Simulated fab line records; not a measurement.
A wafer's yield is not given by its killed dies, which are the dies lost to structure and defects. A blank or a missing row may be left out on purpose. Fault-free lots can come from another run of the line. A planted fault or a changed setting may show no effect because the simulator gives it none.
Chamber matching | flow nand harc | NHARC_P_CONTACT_ALD_22 on ald metal-01: 4 sister chambers
The step deposits TiN, target thk 3 nm, pulse time 1 s, ald cycles 150. 8 wafers are shown with their chamber, then 10 later ones without.

EACH WAFER AND ITS CHAMBER
wafer  | chamber | heater power w (W) | precursor pulse height rel
L082.2 | 0       | 1173               | 1.044
L083.1 | 0       | 1163               | 0.999
L086.5 | 1       | 921                | 0.987
L088.1 | 1       | 907                | 1.048
L088.2 | 2       | 949                | 0.982
L088.4 | 3       | 1008               | 0.970
L090.1 | 3       | 989                | 1.010
L090.3 | 2       | 945                | 0.976

WAFERS WITHOUT THEIR CHAMBER
wafer  | heater power w (W) | precursor pulse height rel
L090.5 | 912                | 1.038
L092.1 | 933                | 0.997
L092.3 | 929                | 0.991
L092.4 | 1000               | 0.997
L093.1 | 1187               | 0.971
L093.3 | 958                | 0.971
L093.4 | 924                | 1.014
L097.1 | 1018               | 0.976
L097.3 | 1181               | 1.026
L097.4 | 932                | 1.005

WHICH CHAMBER EACH WENT THROUGH
wafer  | from the rows above     | in truth
L090.5 | 1                       | 1
L092.1 | can't be placed: 2 or 1 | 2
L092.3 | can't be placed: 1 or 2 | 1
L092.4 | 3                       | 3
L093.1 | 0                       | 0
L093.3 | 2                       | 2
L093.4 | can't be placed: 1 or 2 | 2
L097.1 | 3                       | 3
L097.3 | 0                       | 0
L097.4 | can't be placed: 2 or 1 | 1
Placed correctly: 6 of 10. Unplaceable from these rows: 4, with the true chamber sitting among the candidates in 4. Number placed wrongly: 0.
How it was worked out, from the rows above alone: a wafer's distance from a chamber is the root of the sum, over the readings, of the square of ((its reading less the chamber's mean) divided by the reading's scatter). If the next closest chamber is less than 2 further off than the closest, the wafer can't be placed; otherwise it belongs to the closest. Each chamber's mean is taken over the wafers shown for it. The scatter: the root of (the sum of the squares of (reading less its chamber's mean) over the shown wafers, divided by (wafers less chambers)).
